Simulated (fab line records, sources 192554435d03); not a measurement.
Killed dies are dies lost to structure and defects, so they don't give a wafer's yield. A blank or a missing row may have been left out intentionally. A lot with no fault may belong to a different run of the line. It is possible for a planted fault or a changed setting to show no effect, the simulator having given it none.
One fault through the eyes of 3 desks ; flow n5-finfet ; every desk sees just its own numbers, and what lay behind them comes last

## THE DEFECT DESK
For each lot, the counts of the inspections along the route, averaged over the sampled wafers that have a number. Marked OUT: a lot whose mean sits more than 4 standard deviations from the usual mean, which makes it out of limits; the brackets give that distance.
Columns: A = raw-defect-count at N5_MIM_TOP_LITHO_INSPECT_12, usual 2.1
lot;first seen here;A
L200;day 11 11:26;3.0
L201;day 12 08:02;2.0
L204;day 12 22:13;2.7
L205;day 13 02:35;2.0
L213;day 14 21:22;1.7
L214;day 14 22:46;2.0
L216;day 15 21:16;3.0
L217;day 16 07:21;2.5
L219;day 16 13:58;3.0
L220;day 16 17:07;2.0
L222;day 17 14:33;1.3
Result from this desk: across the 11 lots, nothing is out of limits.

## FOR THE TOOL OWNER'S DESK: krf-scanner-02
The tool's own readings at N5_PASSIVATION_EXPOSE_27 (exposes mask PAD, defocus 0 nm): means of the sampled wafers that have a number, for each lot that ran on this tool. Marked OUT: a lot whose mean sits more than 4 standard deviations from the usual mean, which makes it out of limits; the brackets give that distance.
Columns: A = exposure-dose-mJ-cm2 at N5_PASSIVATION_EXPOSE_27, usual 32.31
lot;first seen here;A
L200;day 11 18:20;32.29
L201;day 12 12:17;32.30
L204;day 13 03:14;32.31
L205;day 13 07:11;32.29
L213;day 15 03:20;33.44 (+36) OUT
L214;day 15 03:22;33.42 (+36) OUT
Finding of this desk: L213, L214 out of limits; the first was L213 at day 15 03:20, on exposure-dose-mJ-cm2 at N5_PASSIVATION_EXPOSE_27. Within limits: L200, L201, L204, L205.

## THE METROLOGY DESK
Lot by lot, what the gauges showed, no matter which tool ran the lot: averages of those sampled wafers that carry a number. Marked OUT: a lot whose mean sits more than 4 standard deviations from the usual mean, which makes it out of limits; the brackets give that distance.
Columns: A = cd-nm at N5_PASSIVATION_CD_MEAS_30, usual 4001.1 nm; B = PAD_OVL at N5_PASSIVATION_OVL_MEAS_63, usual 2 nm
lot;first seen here;A;B
L200;day 11 18:31;4004.6;8
L201;day 12 12:27;4003.1;2
L204;day 13 03:24;4001.0;-5
L205;day 13 07:22;3998.9;3
L213;day 15 03:31;4008.5;2
L214;day 15 03:32;4007.7;-3
L216;day 16 02:48;3998.5;2
L217;day 16 13:23;4001.5;4
L219;day 16 17:32;4000.9;5
L220;day 17 00:28;4002.9;-1
L222;day 17 20:50;4000.2;0
Result from this desk: across the 11 lots, nothing is out of limits.

## TAKEN TOGETHER
On L213, L214, at day 15 03:20, an alarm was possible from the tool owner's desk.
The defect desk saw nothing out of limits.
From the metrology desk's view, nothing was out of limits.
The defect desk has L213, L214 on record, within its limits.
The metrology desk has L213, L214 on record, within its limits.
Of the lots named, all ran N5_PASSIVATION_EXPOSE_27 on krf-scanner-02.

## WHAT HAD BEEN PUT IN BY THE SIMULATOR
Process parameter drift: krf-scanner-02, from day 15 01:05 on, at N5_PASSIVATION_EXPOSE_27. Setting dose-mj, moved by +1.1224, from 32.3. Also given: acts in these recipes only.
Struck lots among those shown: L213, L214.
Delay in hours, fault start to first out-of-limits reading, by desk: the tool owner's desk at 2.
